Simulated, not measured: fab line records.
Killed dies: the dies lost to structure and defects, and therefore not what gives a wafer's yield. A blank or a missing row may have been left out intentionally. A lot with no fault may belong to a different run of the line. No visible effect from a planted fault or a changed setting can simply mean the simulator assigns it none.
Code-filled problem report in 8D (eight disciplines) form | flow nand harc | the parts of the form that need people (team, actions taken, sign-off) are left out

1. WHAT IS WRONG
Wafers without a fault read 1000 nm, standard deviation 11; thk nm at NHARC_A_ONON_D2_THK_MEAS_18 reads a mean of 435 nm on 2 wafers belonging to 2 lots. That puts it -51 standard deviations away from the usual mean.
The step: measures by ellipsometry.
Earliest sighting: wafer L809.5 on film metro-01 at day 19 05:56. The record holds 39 wafers of 13 lots with a number at this step. Rule for "out" (also "out of limits"): further than 4 standard deviations from the usual mean. The rest of the wafers with a number are treated as sound.

2. WHAT IT IS, WHAT IT ISN'T
question                    | is                | is not
which readings at this step | thk nm            | -
which lots                  | L809, L810        | L796, L798, L799, L800, L801, L802, L806, L808, L813, L817, L818
which wafers of those lots  | L809.5, L810.5    | L809.2, L809.3, L810.2, L810.3
read on which gauges        | film metro-01     | film metro-02
when                        | from day 19 05:56 | up to then (26 sound wafers); but 11 sound wafers of L810, L813, L817, L818 came after

3. WHAT RULES OUT EACH SUSPECT
Counting: if a tool at a process step up to the reading ran every lot that is out, it stays a suspect. Sound lots after the first of them don't rule it out here, since some wafers of a struck lot are sound.
- ruled out: the gauge at NHARC_A_ONON_D2_THK_MEAS_18. All the wafers that are out were read on film metro-01, but those of them that NHARC_END_SORT_01 has rows for are out there too, on other tools.
- pecvd onon-01 at NHARC_A_ONON_D2_DEP_16 (target thk 1000 nm): kept. It ran every lot that is out, first L809 (day 19 05:28); its last sound lot up to then is L808 (day 17 23:50).
Remaining after the count: pecvd onon-01 at NHARC_A_ONON_D2_DEP_16.

4. THE CAUSE (what the simulator had put in)
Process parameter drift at NHARC_A_ONON_D2_DEP_16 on pecvd onon-01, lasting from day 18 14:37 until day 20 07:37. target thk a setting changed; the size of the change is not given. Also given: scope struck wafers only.
Counting left only this tool.

5. THE CHAIN OF EFFECTS, in route order
Rows list readings where the struck wafers' mean (over those with a number) sits beyond 3 standard deviations from the usual. Only readings whose record carries a usual standard deviation are examined. hours: median over the lots of the time between each lot's start at the first step of this table that gives one and its start at this step. sigmas: the change, counted in usual standard deviations.
hours | step                        | reading         | usual   | on struck wafers | change | sigmas
0     | NHARC_A_ONON_D2_THK_MEAS_18 | thk nm          | 1000 nm | 435              | -565   | -51
288   | NHARC_END_SORT_01           | killed at array | 59      | 672              | +613   | +38
288   | NHARC_END_SORT_01           | killed dies     | 64      | 677              | +613   | +38

6. WHAT WOULD HAVE CAUGHT IT SOONER
The first out-of-limits reading at a measuring or inspecting step in this record came at day 19 05:56, 15 hours after the fault's start at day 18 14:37.
An alarm limit of 4 standard deviations would not have fired on the tool readings at NHARC_A_ONON_D2_DEP_16 for which the record gives a usual standard deviation, since none of them was out on any struck wafer.
Of the lots that are out (2), L810 began NHARC_A_ONON_D2_DEP_16 on pecvd onon-01 after day 19 05:56. A hold on the tool at that time would have spared it.
